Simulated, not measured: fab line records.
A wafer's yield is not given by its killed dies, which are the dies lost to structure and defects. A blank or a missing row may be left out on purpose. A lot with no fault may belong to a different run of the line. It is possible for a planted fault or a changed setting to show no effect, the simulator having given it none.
Split-lot trial	flow n5 finfet	21 wafers read from 7 lots, route of 1938 steps

== SPLIT DETAILS ==
At N5_BEOL_M14_TRENCH_ETCH_34 (etches SiO2 in C4F8/O2/Ar, target depth 556.65 nm, time 126.9 s), the setting bias w was moved away from the recipe's 2040 W on 6 of the 21 wafers read, by -16.9% to +16.5%. For the rest of the wafers, this setting stayed at what the recipe calls for.

The split's own step is where the reading is taken.

== THE READING ==
rf vpp V, in V, at N5_BEOL_M14_TRENCH_ETCH_34 (etches SiO2 in C4F8/O2/Ar, target depth 556.65 nm, time 126.9 s). Typical for fault-free wafers on this fab line: 2223 V, with standard deviation 24 V.

wafer	tool, chamber at the split	bias w as run, W	against the recipe	rf vpp V, V	against lot-mates on the recipe
L079.1	rie diel-04, 3	2040	recipe	2190	-
L079.2	rie diel-04, 1	2377	+16.5%	2478	+291
L079.5	rie diel-04, 2	2040	recipe	2184	-
L081.1	rie diel-01, 3	2040	recipe	2212	-
L081.4	rie diel-01, 1	2040	recipe	2220	-
L081.5	rie diel-01, 0	2040	recipe	2264	-
L082.2	rie diel-03, 0	2040	recipe	2200	-
L082.4	rie diel-03, 3	2040	recipe	2244	-
L082.5	rie diel-03, 0	2182	+7.0%	2305	+83
L086.1	rie diel-01, 1	2259	+10.7%	2380	+137
L086.5	rie diel-01, 0	2040	recipe	2266	-
L086.6	rie diel-01, 1	2040	recipe	2220	-
L087.1	rie diel-03, 0	2040	recipe	2199	-
L087.2	rie diel-03, 1	2040	recipe	2227	-
L087.5	rie diel-03, 2	2040	recipe	2210	-
L090.1	rie diel-03, 3	2278	+11.7%	2420	+221
L090.5	rie diel-03, 3	2278	+11.7%	2421	+222
L090.6	rie diel-03, 0	2040	recipe	2199	-
L096.2	rie diel-01, 0	2040	recipe	2262	-
L096.5	rie diel-01, 2	2040	recipe	2228	-
L096.6	rie diel-01, 0	1696	-16.9%	1985	-260

THE FIT
A straight line over all 21 wafers: rf vpp V changes by +15.2 V for each +1% of bias w; r = +0.97; the points scatter about the line by 25 V.
The same after taking each lot's own level away (the mean of its wafers on the recipe; 21 wafers): +16.5 V for each +1%; r = +0.98; scatter 22 V.
According to that fit, moving bias w by its largest amount changes the reading by 2.8e+02 V.
From 2187.0 to 2245.0 V: that is the span of the lots' own levels, equal to 2.4 times the standard deviation above.
So the lot-to-lot level changes the slope little: the two slopes agree.
Check: with one of the wafers moved furthest among these (-16.9%) left out of the fit, the line predicts -289 V for it against its lot-mates. It came out at -260 V against them.
Tool readings at the split's step, against how far the setting was moved: rf vpp V r = +0.97.

== THESE WAFERS: OTHER SPLITS ==
Other splits were also applied to these wafers ahead of the reading. Each is held against what the fit with the lots' levels taken away leaves over:
other split on the same wafers	wafers away from the commonest value	r with rf vpp V (lot level and that fit taken away)
N5_BEOL_M12_COAT_58 spin rpm	11	-0.26
N5_BEOL_M12_ETCH_59 h2 flow sccm	10	+0.12
N5_BEOL_M13_EXPOSE_07 dose mj	6	+0.38
N5_BEOL_M13_ETCH_59 time s	5	+0.00
N5_BEOL_M14_EXPOSE_25 dose mj	5	+0.27

== FILE'S OWN FIT ==
rf vpp V changes by +16.1 V for each +1% of bias w, r = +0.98.
